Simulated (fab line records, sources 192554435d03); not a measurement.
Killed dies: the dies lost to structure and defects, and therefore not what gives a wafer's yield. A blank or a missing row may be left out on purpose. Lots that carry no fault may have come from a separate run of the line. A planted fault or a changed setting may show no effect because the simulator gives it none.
Matching of chambers ; flow n5-finfet ; N5_BEOL_M0_SAQP_ETCH_102 on rie-si-05 has 4 sister chambers
The step etches SiO2 in CF4, target depth 4 nm, time 4.4 s. 8 wafers are shown with their chamber, then 12 later ones without.

== WAFERS WITH THEIR CHAMBER ==
wafer;chamber;throttle-valve-pct (%);drypump-motor-current-A (A)
L085.3;2;21.34;5.8
L089.4;1;21.55;5.4
L089.5;1;21.54;5.4
L091.4;3;21.74;5.3
L091.6;0;21.65;5.9
L092.4;2;21.33;5.9
L092.5;3;21.73;5.3
L092.6;0;21.67;5.8

== WAFERS MISSING THEIR CHAMBER ==
wafer;throttle-valve-pct (%);drypump-motor-current-A (A)
L093.1;21.66;5.8
L093.2;21.32;5.9
L093.4;21.55;5.4
L094.1;21.65;5.8
L094.2;21.55;5.4
L094.3;21.32;5.8
L095.1;21.32;5.8
L095.4;21.65;5.8
L095.5;21.72;5.4
L096.3;21.33;5.9
L096.5;21.53;5.4
L096.6;21.33;5.9

== CHAMBER TAKEN BY EACH ==
wafer;from the rows above;in truth
L093.1;0;0
L093.2;2;2
L093.4;1;1
L094.1;0;0
L094.2;1;1
L094.3;2;2
L095.1;2;2
L095.4;0;0
L095.5;3;3
L096.3;2;2
L096.5;1;1
L096.6;2;2
Correct placement for 12 of the 12. Can't be placed from these rows: 0. Number placed wrongly: 0.
How it was worked out, from the rows above alone: a wafer's distance from a chamber is the root of the sum, over the readings, of the square of ((its reading less the chamber's mean) divided by the reading's scatter). If the next closest chamber is less than 2 further off than the closest, the wafer can't be placed; otherwise it belongs to the closest. A chamber's mean is the mean of its shown wafers. The scatter is the square root of a quotient: the sum, over the shown wafers, of each reading's squared deviation from its chamber's mean, divided by wafers minus chambers.
